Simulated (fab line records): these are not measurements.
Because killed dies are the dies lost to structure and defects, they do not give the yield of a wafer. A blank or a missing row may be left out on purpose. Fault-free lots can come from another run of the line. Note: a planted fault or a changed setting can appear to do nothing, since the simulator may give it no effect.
Problem report in the 8D (eight disciplines) form, filled by code | flow nand harc | the parts of the form that need people (team, actions taken, sign-off) are left out

1. WHAT WENT WRONG
At NHARC_P_CONTACT_ETCH_31, oes product au averages 0.762 a.u. over 4 wafers from 2 lots, while fault-free wafers read 0.981 a.u., standard deviation 0.013. That puts it -17 standard deviations away from the usual mean.
The step: etches the open film in CH3F/O2, target depth 30 nm, time 85.7 s.
First observed at day 8 09:05: wafer L809.4, on rie diel-08. The record has a number at this step for 39 wafers belonging to 13 lots. Rule for "out", or "out of limits": more than 4 standard deviations from the usual mean. The other wafers with a number count as sound.

2. WHAT IT IS, AND WHAT IT ISN'T
question                    | is                             | is not
which readings at this step | oes product au                 | drypump motor current A
which lots                  | L809, L811                     | L805, L806, L807, L817, L818, L820, L821, L822, L823, L824, L825
which wafers of those lots  | L809.1, L809.4, L811.3, L811.4 | L809.6, L811.6
read on which tools         | rie diel-08                    | rie diel-06, rie diel-10
when                        | from day 8 09:05               | up to then (10 sound wafers); but 25 sound wafers of L811, L817, L818, L820, L821, L822, L823, L824, L825 came after

3. SUSPECTS, AND WHAT RULES EACH OUT
Counting: any tool at a process step up to the reading remains a suspect provided it ran every lot that is out. Sound lots after the first of them don't rule it out here, since some wafers of a struck lot are sound.
- rie diel-08 at NHARC_P_CONTACT_ETCH_31 (etches the open film in CH3F/O2, target depth 30 nm, time 85.7 s): kept. It processed each lot that is out (first: L809, day 8 09:05); up to then, its last sound lot is L807 (day 7 11:13). Out on those wafers are its own readings of oes product au.
The count leaves rie diel-08 at NHARC_P_CONTACT_ETCH_31.

4. THE CAUSE (what the simulator had put in)
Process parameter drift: rie diel-08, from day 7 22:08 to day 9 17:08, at NHARC_P_CONTACT_ETCH_31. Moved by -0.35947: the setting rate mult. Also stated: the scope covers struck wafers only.
After counting, this tool was the only one left.

5. THE CHAIN OF EFFECTS, in route order
Each row: a reading where the mean over the struck wafers with a number is more than 3 standard deviations away from the usual. Only readings whose record carries a usual standard deviation are examined. hours: median over the lots of the time between each lot's start at the first step of this table that gives one and its start at this step. sigmas: the change, counted in usual standard deviations.
hours | step                    | reading        | usual      | on struck wafers | change | sigmas
0     | NHARC_P_CONTACT_ETCH_31 | oes product au | 0.981 a.u. | 0.762            | -0.219 | -17
Here are the process steps it includes:
- NHARC_P_CONTACT_ETCH_31: etches the open film in CH3F/O2, target depth 30 nm, time 85.7 s.
Later measuring or inspecting steps at which every struck wafer that the step has a row for has a number for every such reading, and none has moved that far: NHARC_END_SORT_01.

6. HOW IT WOULD HAVE BEEN CAUGHT EARLIER
The fault began at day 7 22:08; the first out-of-limits reading in this record came at day 8 09:05, 11 hours later.
